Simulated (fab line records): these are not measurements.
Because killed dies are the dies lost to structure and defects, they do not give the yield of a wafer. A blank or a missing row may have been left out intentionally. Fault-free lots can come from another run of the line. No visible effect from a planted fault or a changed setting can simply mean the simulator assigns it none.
Matching of chambers | flow n5Finfet | 4 sister chambers for N5_MOL_CONTACT_COAG_ETCH_65 on rieDiel-05
The step etches underlayer in N2/H2, target depth 13 nm, time 10.4 s. 16 wafers are shown with their chamber, then 8 later ones without.

== WAFERS WITH THEIR CHAMBER ==
wafer  | chamber | showerheadPlenumPTorr (Torr) | drypumpMotorCurrentA (A) | oesProductAu (a.u.)
L076.1 | 1       | 2.52                         | 5.5                      | 0.65
L076.2 | 2       | 2.64                         | 6.1                      | 0.60
L076.3 | 3       | 2.54                         | 5.6                      | 0.65
L081.2 | 1       | 2.52                         | 5.5                      | 0.63
L081.3 | 0       | 2.68                         | 5.5                      | 0.71
L081.4 | 3       | 2.53                         | 5.6                      | 0.63
L083.1 | 3       | 2.53                         | 5.6                      | 0.63
L083.3 | 2       | 2.64                         | 6.2                      | 0.59
L083.6 | 0       | 2.68                         | 5.5                      | 0.70
L085.4 | 0       | 2.68                         | 5.5                      | 0.69
L085.5 | 1       | 2.51                         | 5.5                      | 0.62
L085.6 | 2       | 2.63                         | 6.2                      | 0.58
L086.1 | 2       | 2.63                         | 6.3                      | 0.58
L086.3 | 0       | 2.68                         | 5.5                      | 0.70
L086.4 | 1       | 2.51                         | 5.5                      | 0.63
L092.1 | 1       | 2.51                         | 5.5                      | 0.62

SIGNATURES, as means of the wafers listed above
reading               | chamber 0 | chamber 1 | chamber 2 | chamber 3 | scatter within a chamber
showerheadPlenumPTorr | 2.6800    | 2.5140    | 2.6350    | 2.5333    | 0.00489
drypumpMotorCurrentA  | 5.500     | 5.500     | 6.200     | 5.600     | 0.0408
oesProductAu          | 0.7000    | 0.6300    | 0.5875    | 0.6367    | 0.0106
Rule: a wafer lies at a distance from a chamber equal to the root of the sum of squares, over the readings, of (its reading less the chamber's mean, divided by the reading's scatter). The wafer belongs to the nearest chamber; if the next one is less than 2 further off, it can't be placed. How the scatter is found: for the shown wafers, subtract from each reading the mean of its chamber, square and add these, divide the total by (wafers less chambers), then take the root.

== WAFERS MISSING THEIR CHAMBER ==
wafer  | showerheadPlenumPTorr (Torr) | drypumpMotorCurrentA (A) | oesProductAu (a.u.)
L092.2 | 2.67                         | 5.5                      | 0.68
L092.6 | 2.67                         | 5.6                      | 0.68
L093.1 | 2.63                         | 6.1                      | 0.58
L093.2 | 2.52                         | 5.6                      | 0.62
L093.3 | 2.67                         | 5.6                      | 0.68
L093.4 | 2.52                         | 5.6                      | 0.61
L093.5 | 2.63                         | 6.2                      | 0.58
L093.6 | 2.67                         | 5.6                      | 0.68

== WHICH CHAMBER EACH ONE RAN IN ==
wafer  | from the rows above     | in truth
L092.2 | 0                       | 0
L092.6 | 0                       | 0
L093.1 | 2                       | 2
L093.2 | can't be placed: 1 or 3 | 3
L093.3 | 0                       | 0
L093.4 | can't be placed: 1 or 3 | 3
L093.5 | 2                       | 2
L093.6 | 0                       | 0
6 of 8 placed correctly. These rows do not allow placing 2 (true chamber among the candidates in 2). Wrongly placed: 0.
